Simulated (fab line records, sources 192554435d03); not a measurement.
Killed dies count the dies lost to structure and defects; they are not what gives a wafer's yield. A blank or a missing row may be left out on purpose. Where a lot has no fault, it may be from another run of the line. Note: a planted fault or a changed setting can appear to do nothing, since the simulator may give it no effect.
fab line records	flow n5-finfet
[record] lots = 24	wafers = 72	last-day = 18
route steps=1938 shown BEOL_M5@1127
lots untouched by any fault: they come from a run of this same line in which no faults occurred
start-h: the number of hours between the record's first day and the start of the first shown wafer of the lot	wait-h: how many hours have passed since the lot's step before this one	" repeats the value in the row above	L1.1+2: a single row standing in for several wafers	- no value, or no start given	* or withheld: withheld	< > ~ a bound
route shown NAME@n: NAME is a module with steps in the file, n the number in the route of the first one	usual: mean and standard deviation over wafers with no fault	same: alike in all rows	chamber/n: place in a boat	sites: readings site by site	_std_site: the standard deviation of these	_edge_site: the outer-site mean with the inner-site mean subtracted	radius-mm: how far each site lies from the wafer's centre	mask NAME#n: copy n	behind: tool/chamber where the wafer was last shaped	hold: what put the lot on hold/how long, in hours/how the hold closed	device: the transistor (n, p or np) that didn't switch	end of line: the tests these same wafers got at the end of their route	for a step that has no rows: nothing shown but its recipe	killed: count of dies lost to structure and defects at first sort (not the wafer's yield)	map: the dies of a wafer, with x for killed, . for not killed, _ for no die there
set.NAME: the setting that was run; set.NAME@STEP: the one run at that earlier step	model.NAME: the simulator's own value behind a step, which no gauge read
the route's steps for a sample of lots (tables are steps, rows are wafers)
services: the hour from which a tool's chamber was out of use, counted from the record's first day as start-h (under 0 if before that day), plus the number of hours and why
[[steps]]
[step N5_BEOL_M5_OVL_MEAS_12]
[recipe] points-per-wafer = 522
[usual] M5_OVL = -0.2/0.68
lot.wafer	tool	chamber	start-h	wait-h	M5_OVL[nm]
L074.1	overlay-01	0	177.93	0.0	-0.4
L074.3	"	0	"	"	-0.7
L074.6	"	0	"	"	-0.7
L075.1	overlay-02	0	188.63	0.0	0.4
L075.3	"	0	"	"	0.7
L075.4	"	0	"	"	0.7
L076.1	overlay-02	0	198.58	0.0	1.2
L076.3	"	0	"	"	0.5
L076.6	"	0	"	"	1.8
L077.1	overlay-01	0	198.78	0.0	-1.1
L077.3	"	0	"	"	0.1
L077.6	"	0	"	"	-1.0
L079.1	overlay-01	0	202.46	0.0	-0.6
L079.3	"	0	"	"	-0.7
L079.4	"	0	"	"	-0.7
L078.2	overlay-01	0	202.63	0.0	0.0
L078.4	"	0	"	"	-0.8
L078.5	"	0	"	"	-0.2
L080.2	overlay-01	0	221.07	0.0	-0.2
L080.4	"	0	"	"	-0.2
L080.5	"	0	"	"	-0.3
L081.1	overlay-01	0	221.25	0.0	-0.3
L081.4	"	0	"	"	0.4
L081.5	"	0	"	"	0.3
L083.1	overlay-01	0	228.49	0.0	-0.7
L083.5	"	0	"	"	-1.0
L083.6	"	0	"	"	-0.6
L082.1	overlay-01	0	228.93	0.0	0.0
L082.3	"	0	"	"	0.1
L082.5	"	0	"	"	-0.1
L084.2	overlay-02	0	236.61	0.0	0.3
L084.3	"	0	"	"	1.1
L084.5	"	0	"	"	-0.6
L085.3	overlay-02	0	236.90	0.0	-1.1
L085.5	"	0	"	"	-1.5
L085.6	"	0	"	"	-1.0
L086.1	overlay-02	0	255.32	0.0	2.0
L086.3	"	0	"	"	0.4
L086.4	"	0	"	"	0.8
L087.2	overlay-02	0	258.80	0.0	0.2
L087.3	"	0	"	"	-0.7
L087.5	"	0	"	"	-0.4
L089.1	overlay-02	0	263.10	0.0	-0.9
L089.5	"	0	"	"	0.0
L089.6	"	0	"	"	0.0
L088.1	overlay-02	0	271.74	0.0	-0.4
L088.4	"	0	"	"	-0.7
L088.5	"	0	"	"	-1.8
L091.3	overlay-01	0	272.00	0.0	0.2
L091.4	"	0	"	"	0.9
L091.6	"	0	"	"	0.5
L090.1	overlay-02	0	281.16	0.0	0.4
L090.3	"	0	"	"	0.5
L090.5	"	0	"	"	1.5
L093.3	overlay-01	0	292.71	0.0	-1.3
L093.4	"	0	"	"	-1.8
L093.6	"	0	"	"	-0.4
L092.3	overlay-01	0	295.59	0.0	-0.4
L092.4	"	0	"	"	0.3
L092.6	"	0	"	"	-0.6
L094.1	overlay-01	0	308.45	0.0	-0.8
L094.5	"	0	"	"	-0.7
L094.6	"	0	"	"	-0.4
L096.1	overlay-02	0	314.80	0.0	0.4
L096.5	"	0	"	"	0.4
L096.6	"	0	"	"	-0.8
L095.2	overlay-01	0	315.00	0.0	0.0
L095.4	"	0	"	"	-0.9
L095.6	"	0	"	"	0.0
L097.1	overlay-02	0	324.41	0.0	0.4
L097.2	"	0	"	"	0.3
L097.3	"	0	"	"	-0.2
[step N5_BEOL_M5_DESCUM_33]
[recipe] chemistry = O2	time-s = 7	source-power-w = 50	bias-power-w = 20	pressure-mtorr = 20	rf-frequency-hz = 2.712e+07	temp-c = 40	resist = CAR-EUV	o2-flow-sccm = 225
[usual] drypump-motor-current-A = 5.7/0.4	oes-product-au = 0.82/0.078	rf-vpp-V = 243.5/1.2	showerhead-plenum-p-Torr = 2.11/0.048	throttle-valve-pct = 20.38/0.19
lot.wafer	tool	chamber	start-h	wait-h	drypump-motor-current-A	oes-product-au	rf-hours-counter-h	rf-vpp-V	showerhead-plenum-p-Torr	throttle-valve-pct
L074.1	rie-diel-04	2	178.94	0.0	6.4	0.87	47	243.5	2.13	20.49
L074.3	"	3	"	"	5.7	0.89	37	243.1	2.11	20.34
L074.6	"	0	"	"	5.9	0.77	-	243.3	2.12	20.42
L075.1	rie-diel-04	3	190.79	0.0	5.7	0.87	41	242.8	2.11	20.33
L075.3	"	1	"	"	5.3	0.93	13	241.9	2.03	20.11
L075.4	"	0	"	"	5.9	0.77	141	244.5	2.12	20.43
L076.1	rie-diel-02	2	201.16	0.0	5.6	0.74	165	243.2	2.10	20.33
L076.3	"	3	"	"	5.1	0.72	176	244.3	2.17	20.64
L076.6	"	2	"	"	5.6	0.74	-	242.5	2.10	20.34
L077.1	rie-diel-02	2	201.55	0.2	5.6	0.75	166	243.2	2.10	20.32
L077.3	"	3	"	"	5.2	0.71	176	245.1	2.17	20.64
L077.6	"	3	"	"	5.2	0.72	-	245.6	2.17	20.63
L079.1	rie-diel-04	1	204.97	0.1	5.4	0.93	17	242.2	2.03	20.13
L079.3	"	2	"	"	6.4	0.86	54	244.1	2.13	20.49
L079.4	"	3	"	"	5.7	0.87	45	244.2	2.11	20.35
L078.2	rie-diel-04	0	206.11	0.5	5.9	0.77	146	242.9	2.12	20.43
L078.4	"	1	"	"	5.3	0.92	17	243.6	2.03	20.12
L078.5	"	3	"	"	5.7	0.86	-	245.5	2.11	20.34
L080.2	rie-diel-05	1	222.45	0.0	5.6	0.74	165	243.2	2.11	20.51
L080.4	"	0	"	"	6.2	0.72	-	245.7	2.16	20.60
L080.5	"	2	"	"	5.5	0.88	-	243.5	2.15	20.47
L081.1	rie-diel-04	1	222.62	0.0	5.3	0.91	23	242.5	2.03	20.11
L081.4	"	0	"	"	5.9	0.76	150	243.1	2.12	20.45
L081.5	"	0	"	"	5.9	0.76	-	244.1	2.12	20.44
L083.1	rie-diel-04	2	229.66	0.1	6.4	0.85	62	243.3	2.13	20.52
L083.5	"	2	"	"	6.3	0.85	-	244.9	2.13	20.53
L083.6	"	3	"	"	5.7	0.86	-	243.9	2.10	20.37
L082.1	rie-diel-04	2	231.63	0.0	6.4	0.85	63	244.5	2.13	20.50
L082.3	"	3	"	"	5.7	0.84	53	245.1	2.11	20.35
L082.5	"	2	"	"	6.4	0.85	-	243.4	2.13	20.51
L084.2	rie-diel-04	3	237.69	0.0	5.7	0.84	54	243.6	2.10	20.36
L084.3	"	0	"	"	5.9	0.76	154	242.8	2.12	20.43
L084.5	"	2	"	"	6.4	0.85	-	243.3	2.13	20.51
L085.3	rie-diel-05	2	238.02	0.0	5.5	0.88	58	244.1	2.15	20.49
L085.5	"	1	"	"	5.6	0.75	-	242.4	2.11	20.54
L085.6	"	2	"	"	5.5	0.88	-	245.6	2.15	20.48
L086.1	rie-diel-02	3	256.94	0.1	5.2	0.69	193	245.0	2.16	20.66
L086.3	"	1	"	"	4.9	0.93	15	243.7	2.12	20.05
L086.4	"	0	"	"	5.4	0.92	-	246.3	2.22	20.01
L087.2	rie-diel-05	2	261.75	0.3	5.5	0.86	65	243.2	2.14	20.49
L087.3	"	3	"	"	5.6	0.87	41	241.7	2.06	20.37
L087.5	"	2	"	"	5.5	0.86	-	243.6	2.14	20.49
L089.1	rie-diel-05	2	266.57	0.1	5.5	0.86	67	241.5	2.14	20.50
L089.5	"	3	"	"	5.6	0.87	-	241.9	2.06	20.36
L089.6	"	0	"	"	6.2	0.71	-	244.8	2.15	20.64
L088.1	rie-diel-04	3	273.16	0.3	5.7	0.83	64	245.0	2.10	20.39
L088.4	"	2	"	"	6.4	0.83	76	242.4	2.12	20.52
L088.5	"	0	"	"	5.9	0.75	-	242.0	2.11	20.45
L091.3	rie-diel-05	0	273.76	0.6	6.2	0.71	201	243.3	2.15	20.63
L091.4	"	2	"	"	5.5	0.86	70	243.8	2.14	20.50
L091.6	"	2	"	"	5.5	0.86	-	244.2	2.14	20.49
L090.1	rie-diel-04	1	283.14	0.2	5.3	0.87	42	242.1	2.02	20.14
L090.3	"	2	"	"	6.4	0.82	80	243.3	2.12	20.53
L090.5	"	2	"	"	6.4	0.82	-	244.5	2.12	20.53
L093.3	rie-diel-02	1	294.25	0.0	4.9	0.90	26	244.7	2.12	20.06
L093.4	"	2	"	"	5.6	0.73	191	243.6	2.10	20.36
L093.6	"	1	"	"	4.9	0.92	-	243.7	2.12	20.06
L092.3	rie-diel-02	3	296.72	0.0	5.2	0.69	204	243.6	2.16	20.66
L092.4	"	0	"	"	5.4	0.90	35	247.6	2.22	20.03
L092.6	"	0	"	"	5.4	0.90	-	246.4	2.22	20.02
L094.1	rie-diel-04	3	310.59	0.0	5.7	0.82	76	243.0	2.10	20.41
L094.5	"	2	"	"	6.4	0.82	-	243.4	2.12	20.55
L094.6	"	3	"	"	5.7	0.82	-	242.8	2.10	20.39
L096.1	rie-diel-04	1	317.24	0.4	5.4	0.87	51	242.5	2.02	20.18
L096.5	"	2	"	"	6.3	0.82	-	243.0	2.12	20.55
L096.6	"	1	"	"	5.4	0.86	-	242.4	2.02	20.16
L095.2	rie-diel-04	1	317.63	0.7	5.4	0.85	51	242.2	2.02	20.15
L095.4	"	3	"	"	5.7	0.82	79	244.8	2.10	20.40
L095.6	"	3	"	"	5.7	0.81	-	244.2	2.09	20.41
L097.1	rie-diel-02	1	326.83	0.0	4.9	0.89	36	243.7	2.11	20.07
L097.2	"	3	"	"	5.2	0.68	214	243.6	2.16	20.67
L097.3	"	2	"	"	5.6	0.72	202	243.1	2.09	20.37
[step N5_BEOL_M5_VIA_ETCH_34]
[recipe] chemistry = C4F6/O2	target = SiCOH_lowk	target-depth-a = 883	mask-material = SOC	taper-deg = 4	time-s = 39.2	ion-energy-ev = 250	pressure-mtorr = 30	source-w = 345	bias-w = 185	Ar_flow_sccm = 300	C4F6_flow_sccm = 10	O2_flow_sccm = 10
[usual] drypump-motor-current-A = 5.7/0.4	oes-product-au = 0.82/0.078	rf-vpp-V = 669/8	showerhead-plenum-p-Torr = 2.87/0.064	throttle-valve-pct = 20.84/0.22
lot.wafer	tool	chamber	start-h	wait-h	drypump-motor-current-A	oes-product-au	rf-hours-counter-h	rf-vpp-V	showerhead-plenum-p-Torr	throttle-valve-pct
L074.1	rie-diel-04	2	179.12	0.0	6.4	0.88	47	675	2.90	20.98
L074.3	"	3	"	"	5.7	0.87	37	682	2.91	21.01
L074.6	"	0	"	"	5.9	0.78	-	658	2.87	20.79
L075.1	rie-diel-04	3	190.97	0.0	5.7	0.88	41	681	2.91	21.01
L075.3	"	1	"	"	5.3	0.94	13	672	2.78	20.61
L075.4	"	0	"	"	5.9	0.78	141	658	2.86	20.79
L076.1	rie-diel-02	2	201.34	0.0	5.6	0.74	166	662	2.83	20.60
L076.3	"	3	"	"	5.2	0.70	176	678	2.96	21.16
L076.6	"	2	"	"	5.6	0.74	-	661	2.83	20.60
L077.1	rie-diel-02	2	201.73	0.0	5.6	0.74	166	661	2.83	20.58
L077.3	"	3	"	"	5.2	0.71	176	676	2.96	21.15
L077.6	"	3	"	"	5.2	0.70	-	677	2.96	21.16
L079.1	rie-diel-04	1	205.15	0.0	5.4	0.92	17	672	2.78	20.60
L079.3	"	2	"	"	6.4	0.86	54	673	2.90	20.99
L079.4	"	3	"	"	5.7	0.86	45	681	2.91	21.02
L078.2	rie-diel-04	0	206.29	0.0	5.9	0.76	146	656	2.86	20.79
L078.4	"	1	"	"	5.3	0.92	17	674	2.78	20.60
L078.5	"	3	"	"	5.7	0.87	-	681	2.91	21.01
L080.2	rie-diel-05	1	222.63	0.0	5.6	0.74	165	660	2.86	20.91
L080.4	"	0	"	"	6.2	0.73	-	671	2.95	21.20
L080.5	"	2	"	"	5.5	0.86	-	663	2.88	20.70
L081.1	rie-diel-04	1	222.80	0.0	5.4	0.92	23	670	2.77	20.62
L081.4	"	0	"	"	5.9	0.76	150	656	2.86	20.79
L081.5	"	0	"	"	5.9	0.76	-	657	2.86	20.80
L083.1	rie-diel-04	2	229.84	0.0	6.4	0.86	62	674	2.89	21.00
L083.5	"	2	"	"	6.4	0.86	-	674	2.89	21.00
L083.6	"	3	"	"	5.7	0.85	-	683	2.90	21.05
L082.1	rie-diel-04	2	231.81	0.0	6.4	0.85	63	674	2.89	21.01
L082.3	"	3	"	"	5.7	0.85	53	681	2.90	21.02
L082.5	"	2	"	"	6.4	0.85	-	675	2.89	21.00
L084.2	rie-diel-04	3	237.87	0.0	5.7	0.85	54	682	2.90	21.03
L084.3	"	0	"	"	5.9	0.75	154	657	2.86	20.81
L084.5	"	2	"	"	6.4	0.86	-	675	2.89	20.99
L085.3	rie-diel-05	2	238.20	0.0	5.5	0.86	58	665	2.88	20.71
L085.5	"	1	"	"	5.6	0.74	-	662	2.85	20.93
L085.6	"	2	"	"	5.5	0.86	-	664	2.88	20.72
L086.1	rie-diel-02	3	257.12	0.0	5.2	0.69	193	677	2.95	21.18
L086.3	"	1	"	"	4.9	0.93	15	659	2.90	20.55
L086.4	"	0	"	"	5.4	0.91	-	672	3.01	20.48
L087.2	rie-diel-05	2	261.93	0.0	5.5	0.85	65	663	2.87	20.73
L087.3	"	3	"	"	5.6	0.87	41	667	2.81	20.84
L087.5	"	2	"	"	5.5	0.85	-	663	2.87	20.72
L089.1	rie-diel-05	2	266.75	0.0	5.5	0.85	67	664	2.87	20.73
L089.5	"	3	"	"	5.6	0.87	-	665	2.80	20.82
L089.6	"	0	"	"	6.2	0.71	-	669	2.94	21.23
L088.1	rie-diel-04	3	273.34	0.0	5.7	0.84	65	681	2.90	21.04
L088.4	"	2	"	"	6.4	0.84	76	675	2.89	21.02
L088.5	"	0	"	"	5.9	0.74	-	656	2.85	20.83
L091.3	rie-diel-05	0	273.94	0.0	6.2	0.70	201	672	2.94	21.22
L091.4	"	2	"	"	5.5	0.84	70	663	2.87	20.72
L091.6	"	2	"	"	5.5	0.84	-	663	2.87	20.72
L090.1	rie-diel-04	1	283.32	0.0	5.4	0.88	42	670	2.76	20.64
L090.3	"	2	"	"	6.4	0.83	80	674	2.89	21.02
L090.5	"	2	"	"	6.4	0.84	-	674	2.89	21.02
L093.3	rie-diel-02	1	294.43	0.0	4.9	0.90	27	658	2.89	20.57
L093.4	"	2	"	"	5.6	0.73	191	662	2.82	20.62
L093.6	"	1	"	"	4.9	0.89	-	658	2.89	20.59
L092.3	rie-diel-02	3	296.90	0.0	5.1	0.69	204	676	2.95	21.19
L092.4	"	0	"	"	5.4	0.90	35	671	3.01	20.48
L092.6	"	0	"	"	5.4	0.89	-	671	3.01	20.50
L094.1	rie-diel-04	3	310.77	0.0	5.7	0.81	76	681	2.89	21.09
L094.5	"	2	"	"	6.4	0.82	-	675	2.88	21.04
L094.6	"	3	"	"	5.7	0.82	-	681	2.89	21.07
L096.1	rie-diel-04	1	317.42	0.0	5.3	0.86	51	669	2.76	20.65
L096.5	"	2	"	"	6.4	0.82	-	674	2.88	21.04
L096.6	"	1	"	"	5.3	0.87	-	669	2.76	20.64
L095.2	rie-diel-04	1	317.81	0.0	5.4	0.87	51	671	2.76	20.66
L095.4	"	3	"	"	5.7	0.81	79	682	2.89	21.07
L095.6	"	3	"	"	5.7	0.81	-	681	2.89	21.07
L097.1	rie-diel-02	1	327.01	0.0	4.9	0.87	36	657	2.89	20.58
L097.2	"	3	"	"	5.2	0.68	214	676	2.94	21.21
L097.3	"	2	"	"	5.6	0.71	202	662	2.81	20.65
[step N5_BEOL_M5_CURE_80]
[recipe] temp-c = 370	time-s = 120	ambient = DMADMS/He	material = SiCOH_lowk
[usual] lamp-power-pct = 52.30/0.054	wafer_temp_C_max = 371.6/0.6
lot.wafer	tool	chamber	start-h	wait-h	lamp-power-pct	wafer_temp_C_max
L074.1	uv-cure-01	1	179.55	0.0	52.33	370.6
L074.3	"	1	"	"	52.29	371.0
L074.6	"	1	"	"	52.28	370.8
L075.1	uv-cure-01	0	191.77	0.4	52.36	371.2
L075.3	"	0	"	"	52.35	371.0
L075.4	"	0	"	"	52.29	371.2
L076.1	uv-cure-02	0	201.78	0.0	52.29	372.3
L076.3	"	0	"	"	52.40	371.8
L076.6	"	0	"	"	52.23	371.9
L077.1	uv-cure-01	2	202.16	0.0	52.22	372.0
L077.3	"	2	"	"	52.33	372.2
L077.6	"	2	"	"	52.32	372.2
L079.1	uv-cure-01	2	205.58	0.0	52.28	372.3
L079.3	"	2	"	"	52.39	372.0
L079.4	"	2	"	"	52.40	372.7
L078.2	uv-cure-03	1	206.81	0.1	52.38	372.0
L078.4	"	1	"	"	52.16	371.7
L078.5	"	1	"	"	52.38	372.5
L080.2	uv-cure-01	1	223.29	0.3	52.27	371.3
L080.4	"	1	"	"	52.25	371.2
L080.5	"	1	"	"	52.40	371.7
L081.1	uv-cure-02	1	223.47	0.3	52.32	371.9
L081.4	"	1	"	"	52.31	372.0
L081.5	"	1	"	"	52.30	372.0
L083.1	uv-cure-01	0	230.28	0.0	52.34	371.5
L083.5	"	0	"	"	52.29	371.6
L083.6	"	0	"	"	52.28	371.3
L082.1	uv-cure-03	1	232.24	0.0	52.36	370.8
L082.3	"	1	"	"	52.32	371.6
L082.5	"	1	"	"	52.25	371.2
L084.2	uv-cure-01	1	239.21	0.9	52.19	371.2
L084.3	"	1	"	"	52.35	371.4
L084.5	"	1	"	"	52.37	371.1
L085.3	uv-cure-01	0	239.56	1.0	52.31	371.6
L085.5	"	0	"	"	52.35	371.6
L085.6	"	0	"	"	52.29	371.8
L086.1	uv-cure-03	2	257.57	0.0	52.25	372.5
L086.3	"	2	"	"	52.27	372.1
L086.4	"	2	"	"	52.25	372.2
L087.2	uv-cure-01	1	262.42	0.1	52.27	370.9
L087.3	"	1	"	"	52.29	371.1
L087.5	"	1	"	"	52.35	370.9
L089.1	uv-cure-01	1	267.18	0.0	52.39	371.2
L089.5	"	1	"	"	52.34	371.0
L089.6	"	1	"	"	52.26	371.1
L088.1	uv-cure-03	0	273.87	0.0	52.29	370.9
L088.4	"	0	"	"	52.28	370.9
L088.5	"	0	"	"	52.36	370.7
L091.3	uv-cure-03	1	274.57	0.1	52.42	372.0
L091.4	"	1	"	"	52.27	371.5
L091.6	"	1	"	"	52.25	371.7
L090.1	uv-cure-03	2	283.75	0.0	52.26	371.9
L090.3	"	2	"	"	52.36	372.7
L090.5	"	2	"	"	52.39	372.2
L093.3	uv-cure-02	0	294.96	0.1	52.23	371.7
L093.4	"	0	"	"	52.34	371.0
L093.6	"	0	"	"	52.25	372.0
L092.3	uv-cure-01	1	297.43	0.1	52.37	371.0
L092.4	"	1	"	"	52.35	371.6
L092.6	"	1	"	"	52.30	371.2
L094.1	uv-cure-01	0	311.31	0.0	52.24	371.2
L094.5	"	0	"	"	52.24	371.7
L094.6	"	0	"	"	52.26	371.1
L096.1	uv-cure-01	0	317.94	0.1	52.28	371.1
L096.5	"	0	"	"	52.33	372.3
L096.6	"	0	"	"	52.39	371.7
L095.2	uv-cure-03	2	318.34	0.1	52.30	372.8
L095.4	"	2	"	"	52.33	372.6
L095.6	"	2	"	"	52.26	372.6
L097.1	uv-cure-01	0	327.45	0.0	52.33	371.0
L097.2	"	0	"	"	52.27	371.1
L097.3	"	0	"	"	52.29	372.0
[step N5_BEOL_M5_ANNEAL_49]
[recipe] temp-c = 400	time-s = 1800	ambient = vacuum
[usual] heater-power-w = 823/100
lot.wafer	tool	chamber	start-h	wait-h	heater-power-w
L074.1	pvd-sputter-01	-	181.56	0.0	947
L074.3	"	-	"	"	747
L074.6	"	-	"	"	933
L075.1	pvd-sputter-01	-	194.92	0.0	766
L075.3	"	-	"	"	805
L075.4	"	-	"	"	927
L076.1	pvd-sputter-03	-	202.90	0.0	742
L076.3	"	-	"	"	957
L076.6	"	-	"	"	743
L077.1	pvd-sputter-01	-	203.50	0.0	939
L077.3	"	-	"	"	819
L077.6	"	-	"	"	735
L079.1	pvd-sputter-02	-	206.94	0.0	727
L079.3	"	-	"	"	812
L079.4	"	-	"	"	1081
L078.2	pvd-sputter-01	-	208.62	0.0	923
L078.4	"	-	"	"	790
L078.5	"	-	"	"	811
L080.2	pvd-sputter-01	-	224.24	0.0	921
L080.4	"	-	"	"	823
L080.5	"	-	"	"	810
L081.1	pvd-sputter-03	-	224.41	0.0	854
L081.4	"	-	"	"	728
L081.5	"	-	"	"	743
L083.1	pvd-sputter-03	-	231.62	0.0	740
L083.5	"	-	"	"	866
L083.6	"	-	"	"	699
L082.1	pvd-sputter-02	-	233.71	0.0	761
L082.3	"	-	"	"	745
L082.5	"	-	"	"	739
L084.2	pvd-sputter-03	-	241.27	0.0	716
L084.3	"	-	"	"	952
L084.5	"	-	"	"	713
L085.3	pvd-sputter-02	-	241.37	0.0	752
L085.5	"	-	"	"	801
L085.6	"	-	"	"	791
L086.1	pvd-sputter-01	-	259.22	0.0	786
L086.3	"	-	"	"	761
L086.4	"	-	"	"	805
L087.2	pvd-sputter-02	-	263.71	0.0	1074
L087.3	"	-	"	"	777
L087.5	"	-	"	"	1047
L089.1	pvd-sputter-02	-	268.52	0.0	805
L089.5	"	-	"	"	731
L089.6	"	-	"	"	1087
L088.1	pvd-sputter-02	-	275.11	0.0	775
L088.4	"	-	"	"	1086
L088.5	"	-	"	"	793
L091.3	pvd-sputter-03	-	277.18	0.0	885
L091.4	"	-	"	"	941
L091.6	"	-	"	"	874
L090.1	pvd-sputter-01	-	285.63	0.0	811
L090.3	"	-	"	"	761
L090.5	"	-	"	"	797
L093.3	pvd-sputter-02	-	296.23	0.0	774
L093.4	"	-	"	"	800
L093.6	"	-	"	"	798
L092.3	pvd-sputter-01	-	300.10	0.0	808
L092.4	"	-	"	"	798
L092.6	"	-	"	"	759
L094.1	pvd-sputter-03	-	312.44	0.0	759
L094.5	"	-	"	"	871
L094.6	"	-	"	"	709
L096.1	pvd-sputter-01	-	319.17	0.0	923
L096.5	"	-	"	"	740
L096.6	"	-	"	"	949
L095.2	pvd-sputter-02	-	319.46	0.0	731
L095.4	"	-	"	"	794
L095.6	"	-	"	"	729
L097.1	pvd-sputter-01	-	329.08	0.0	773
L097.2	"	-	"	"	794
L097.3	"	-	"	"	922
[step N5_BEOL_M5_ANNEAL_84]
[recipe] temp-c = 400	time-s = 1800	ambient = vacuum
[usual] heater-power-w = 822/100
lot.wafer	tool	chamber	start-h	wait-h	heater-power-w
L074.1	pvd-sputter-01	-	183.74	0.0	922
L074.3	"	-	"	"	733
L074.6	"	-	"	"	947
L075.1	pvd-sputter-01	-	197.09	0.0	768
L075.3	"	-	"	"	809
L075.4	"	-	"	"	922
L076.1	pvd-sputter-03	-	205.07	0.0	768
L076.3	"	-	"	"	968
L076.6	"	-	"	"	759
L077.1	pvd-sputter-01	-	205.67	0.0	943
L077.3	"	-	"	"	806
L077.6	"	-	"	"	755
L079.1	pvd-sputter-02	-	209.11	0.0	724
L079.3	"	-	"	"	783
L079.4	"	-	"	"	1089
L078.2	pvd-sputter-01	-	210.80	0.0	919
L078.4	"	-	"	"	816
L078.5	"	-	"	"	797
L080.2	pvd-sputter-01	-	226.41	0.0	935
L080.4	"	-	"	"	798
L080.5	"	-	"	"	797
L081.1	pvd-sputter-03	-	226.58	0.0	862
L081.4	"	-	"	"	703
L081.5	"	-	"	"	758
L083.1	pvd-sputter-03	-	233.79	0.0	742
L083.5	"	-	"	"	875
L083.6	"	-	"	"	683
L082.1	pvd-sputter-02	-	235.88	0.0	738
L082.3	"	-	"	"	745
L082.5	"	-	"	"	734
L084.2	pvd-sputter-03	-	243.44	0.0	699
L084.3	"	-	"	"	942
L084.5	"	-	"	"	704
L085.3	pvd-sputter-02	-	243.54	0.0	749
L085.5	"	-	"	"	791
L085.6	"	-	"	"	759
L086.1	pvd-sputter-01	-	261.39	0.0	773
L086.3	"	-	"	"	773
L086.4	"	-	"	"	810
L087.2	pvd-sputter-02	-	265.89	0.0	1071
L087.3	"	-	"	"	765
L087.5	"	-	"	"	1070
L089.1	pvd-sputter-02	-	270.69	0.0	794
L089.5	"	-	"	"	733
L089.6	"	-	"	"	1078
L088.1	pvd-sputter-02	-	277.28	0.0	813
L088.4	"	-	"	"	1099
L088.5	"	-	"	"	802
L091.3	pvd-sputter-03	-	280.03	0.7	893
L091.4	"	-	"	"	938
L091.6	"	-	"	"	890
L090.1	pvd-sputter-01	-	287.80	0.0	800
L090.3	"	-	"	"	709
L090.5	"	-	"	"	802
L093.3	pvd-sputter-02	-	298.41	0.0	749
L093.4	"	-	"	"	787
L093.6	"	-	"	"	788
L092.3	pvd-sputter-01	-	302.28	0.0	808
L092.4	"	-	"	"	793
L092.6	"	-	"	"	730
L094.1	pvd-sputter-03	-	314.61	0.0	764
L094.5	"	-	"	"	865
L094.6	"	-	"	"	701
L096.1	pvd-sputter-01	-	321.34	0.0	921
L096.5	"	-	"	"	730
L096.6	"	-	"	"	927
L095.2	pvd-sputter-02	-	321.63	0.0	764
L095.4	"	-	"	"	786
L095.6	"	-	"	"	723
L097.1	pvd-sputter-01	-	331.25	0.0	749
L097.2	"	-	"	"	796
L097.3	"	-	"	"	946
[[services]]
tool	chamber	start-h	hours	kind
uv-cure-01	-	155.09	7.5	pm
rie-diel-02	0	162.78	-	clean
rie-diel-02	0	162.78	-	consumable-replace:focus-ring
rie-diel-02	0	162.78	-	consumable-replace:showerhead
rie-diel-02	0	162.78	20.6	scheduled-down
rie-diel-02	0	162.78	20.6	vent-cycle
rie-diel-02	-	174.67	14.6	pm
pvd-sputter-03	-	178.36	1.0	repair
uv-cure-03	-	184.43	7.1	pm
rie-diel-02	0	190.78	2.9	repair
rie-diel-02	3	201.95	4.0	repair
uv-cure-02	-	206.66	14.6	pm
uv-cure-01	-	206.68	10.0	repair
rie-diel-05	3	210.20	15.3	repair
uv-cure-03	-	215.20	9.7	repair
uv-cure-03	-	224.93	2.1	pm
uv-cure-03	-	233.21	6.0	pm
uv-cure-02	-	236.79	7.5	pm
uv-cure-01	-	250.82	9.8	repair
rie-diel-02	3	264.08	11.4	repair
rie-diel-02	-	271.71	2.8	pm
rie-diel-02	-	300.28	4.0	repair
rie-diel-02	0	322.58	9.6	repair
rie-diel-04	1	330.34	2.0	repair
[[key]]
fault none
